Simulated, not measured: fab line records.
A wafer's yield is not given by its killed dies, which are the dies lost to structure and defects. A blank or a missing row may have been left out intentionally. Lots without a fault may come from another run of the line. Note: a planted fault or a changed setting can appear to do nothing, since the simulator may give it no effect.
Matching of chambers	flow n5-finfet	3 sister chambers for N5_BEOL_M5_PRE_CLEAN_77 on cvd-co-01
The step time 15 s. 6 wafers are shown with their chamber, then 10 later ones without.

WAFERS WITH THEIR CHAMBER
wafer	chamber	heater-power-w (W)	rf-fwd-power-W (W)
L089.3	0	143	297.6
L089.5	0	146	297.7
L083.4	1	41	295.6
L083.5	2	52	295.2
L090.2	1	40	297.3
L090.3	2	52	295.2

WAFERS WHOSE CHAMBER IS MISSING
wafer	heater-power-w (W)	rf-fwd-power-W (W)
L090.6	41	296.0
L093.3	148	298.8
L093.4	144	297.4
L093.5	41	295.4
L092.1	53	294.8
L092.2	141	295.8
L092.6	53	295.0
L096.2	41	295.8
L096.3	144	297.6
L096.6	41	295.7

EACH ONE'S CHAMBER
wafer	from the rows above	in truth
L090.6	1	1
L093.3	0	0
L093.4	0	0
L093.5	1	1
L092.1	2	2
L092.2	0	0
L092.6	2	2
L096.2	1	1
L096.3	0	0
L096.6	1	1
Correctly placed: 10 of 10. Not placeable from these rows: 0. Wrongly placed: 0.
How it was worked out, from the rows above alone: a wafer's distance from a chamber is the root of the sum, over the readings, of the square of ((its reading less the chamber's mean) divided by the reading's scatter). The wafer belongs to the nearest chamber; if the next one is less than 2 further off, it can't be placed. The mean given for a chamber averages the wafers shown for that chamber. The scatter: the root of (the sum of the squares of (reading less its chamber's mean) over the shown wafers, divided by (wafers less chambers)).
